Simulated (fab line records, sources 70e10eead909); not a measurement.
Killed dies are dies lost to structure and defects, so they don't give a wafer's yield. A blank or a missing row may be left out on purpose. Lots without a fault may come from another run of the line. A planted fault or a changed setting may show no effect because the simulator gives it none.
A struck lot beside a sound one | flow nand_harc | 40 steps out of a route of 1302
Sound: wafers L499.1, L499.4, L499.5. Struck: wafers L502.2, L502.3, L502.6. The cause comes at the end.
At each step with rows: each side's tool, then ch and its chambers, then its first start. Under that, the readings that differ: sound wafers | struck wafers | difference of the means | sigmas: that difference in standard deviations of wafers without a fault.
alike: readings whose means differ by less than 2 such deviations, and words and numbers that are the same on both sides. not compared: withheld readings, readings that some wafer has no value for, bounds like >300 that may hide the same value, and numbers for which the record gives no deviation and whose values overlap.
The two part at a step that has a row with sigmas, a row that says differs or no value, or rows on one side only. Numbers that don't overlap but have no deviation are shown without sigmas and don't part them. A reading that every wafer of one side lacks parts them only if that side has two wafers or more.

first, 1 step without rows for these wafers: NHARC_P_BONDPAD_PRE_CLEAN_26 (time 30 s).
NHARC_P_BONDPAD_PVD_17: deposits TaN, target thk 5 nm, time 8.06 s.
  sound on pvd_sputter-02; struck on pvd_sputter-03
  alike: cathode_dc_power_W, throttle_valve_pct
then, 2 steps without rows for these wafers: NHARC_P_BONDPAD_PVD_27 (deposits Cu, target thk 30 nm, time 20.49 s); NHARC_P_BONDPAD_ECD_18 (material Cu, target thk 400 nm).
NHARC_P_BONDPAD_ANNEAL_28: time 90 s.
  sound on rtp_anneal-01 ch 0, day 7 20:58; struck on rtp_anneal-02 ch 0, day 8 16:37
  alike: wafer_temp_C_max
NHARC_P_BONDPAD_CMP_19: polishes, t overpolish 30 s, cu recess touch 16 s, target thk 160.81 nm.
  sound on cmp-02 ch 0,1,2, day 7 21:22; struck on cmp-02 ch 0,3, day 8 16:53
  alike: motor_current_A, overpolish_run_s
NHARC_P_BONDPAD_THK_MEAS_20: measures by xrf.
  sound on film_metro-02, day 7 21:38; struck on film_metro-01, day 8 17:13
  alike: thk_nm
then, 1 step without rows for these wafers: NHARC_P_BONDPAD_SRD_21 (time 30 s, dry time 20 s).
NHARC_P_BONDPAD_INSPECT_23:
  sound on defect_inspect-01, day 7 21:50; struck on defect_inspect-01, day 8 17:26
  alike: raw_defect_count
NHARC_P_BONDPAD_ACTIVATE_29: chemistry N2, time 60 s.
  sound on rie_diel-07 ch 0,2, day 7 21:53; struck on rie_diel-07 ch 0,1, day 8 17:31
  alike: drypump_motor_current_A, oes_product_au, rf_vpp_V, showerhead_plenum_p_Torr
  not compared: rf_hours_counter_h
NHARC_P_BONDPAD_PRECLEAN_30: cleans in DIW, time 300 s.
  sound on wet_bench-10 ch 5,6,7, day 7 22:05; struck on wet_bench-08 ch 1,4,6, day 8 17:40
then, 1 step without rows for these wafers: NHARC_P_BONDPAD_SRD_31 (time 30 s, dry time 20 s).
NHARC_A_START_INSPECT_01:
  sound on defect_inspect-01, day 7 22:18; struck on defect_inspect-01, day 8 17:55
  alike: raw_defect_count
then, 11 steps without rows for these wafers: NHARC_A_ZERO_WELL_PRECLEAN_00 (cleans in SPM, time 600 s); NHARC_A_ZERO_WELL_SRD_01; NHARC_A_ZERO_WELL_DEHYDRATE_02 (time 120 s); NHARC_A_ZERO_WELL_HMDS_03 (time 30 s); NHARC_A_ZERO_WELL_COAT_18 (time 65 s); NHARC_A_ZERO_WELL_COAT_04 (resist thk 600 nm); NHARC_A_ZERO_WELL_SOFTBAKE_05 (time 70 s); NHARC_A_ZERO_WELL_EBR_06; NHARC_A_ZERO_WELL_EXPOSE_07 (exposes mask A ZERO); NHARC_A_ZERO_WELL_PEB_08 (peb time 80 s); NHARC_A_ZERO_WELL_DEVELOP_09 (time 50 s).
NHARC_A_ZERO_WELL_CD_MEAS_10: target cd 2000 nm.
  sound on cd_sem-01 ch 0, day 7 23:08; struck on cd_sem-02 ch 0, day 8 18:45
  alike: cd_nm
then, 1 step without rows for these wafers: NHARC_A_ZERO_WELL_HARDBAKE_11 (time 65 s).
NHARC_A_ZERO_WELL_DESCUM_12: chemistry O2, time 3 s.
  sound on rie_diel-11 ch 1,2,3, day 7 23:17; struck on rie_diel-08 ch 0,1,3, day 8 18:55
  reading               | sound             | struck            | difference | sigmas
  oes_product_au (a.u.) | 0.994 0.979 0.994 | 1.025 1.009 1.024 | +0.030     | +3
  alike: drypump_motor_current_A, rf_vpp_V, showerhead_plenum_p_Torr, throttle_valve_pct
  not compared: rf_hours_counter_h
then, 7 steps without rows for these wafers: NHARC_A_ZERO_WELL_ETCH_19 (etches the open film in N2/H2, target depth 80 nm, overetch 24 nm, time 87.88 s); NHARC_A_ZERO_WELL_ETCH_13 (etches the open film in HBr/Cl2, target depth 120 nm, time 40.1 s); NHARC_A_ZERO_WELL_STRIP_14 (strips in SPM, time 900 s); NHARC_A_ZERO_WELL_IMPLANT_15; NHARC_A_ZERO_WELL_PRECLEAN_22 (cleans in SC1, time 60 s); NHARC_A_ZERO_WELL_SRD_23; NHARC_A_ZERO_WELL_RTA_16 (time 10 s).
NHARC_A_ZERO_WELL_INSPECT_17:
  sound on defect_inspect-02, day 8 00:38; struck on defect_inspect-02, day 8 20:13
  alike: raw_defect_count
then, 3 steps without rows for these wafers: NHARC_A_SOURCE_PLATE_PRECLEAN_00 (cleans in HF-LAST, time 60 s); NHARC_A_SOURCE_PLATE_SRD_01; NHARC_A_SOURCE_PLATE_OXIDE_02 (material SiO2, target thk 10 nm, ox time 1362 s).
NHARC_A_SOURCE_PLATE_THK_MEAS_09: measures by ellipsometry.
  sound on film_metro-02, day 8 07:23; struck on film_metro-02, day 9 03:29
  alike: thk_nm
-- the record jumps here: 17 days lie between the struck wafers' starts before and after (it left off in module A_SOURCE_PLATE and takes up again in module END, whose first step shown is number 1302 of the route) --
NHARC_END_SORT_01:
  the record has rows for the struck wafers here (prober-02 ch 0, day 25 22:31) and none for the sound ones

WHERE THEY PART
First at NHARC_A_ZERO_WELL_DESCUM_12; last, within this record, at NHARC_END_SORT_01.

WHY: what the simulator had put in
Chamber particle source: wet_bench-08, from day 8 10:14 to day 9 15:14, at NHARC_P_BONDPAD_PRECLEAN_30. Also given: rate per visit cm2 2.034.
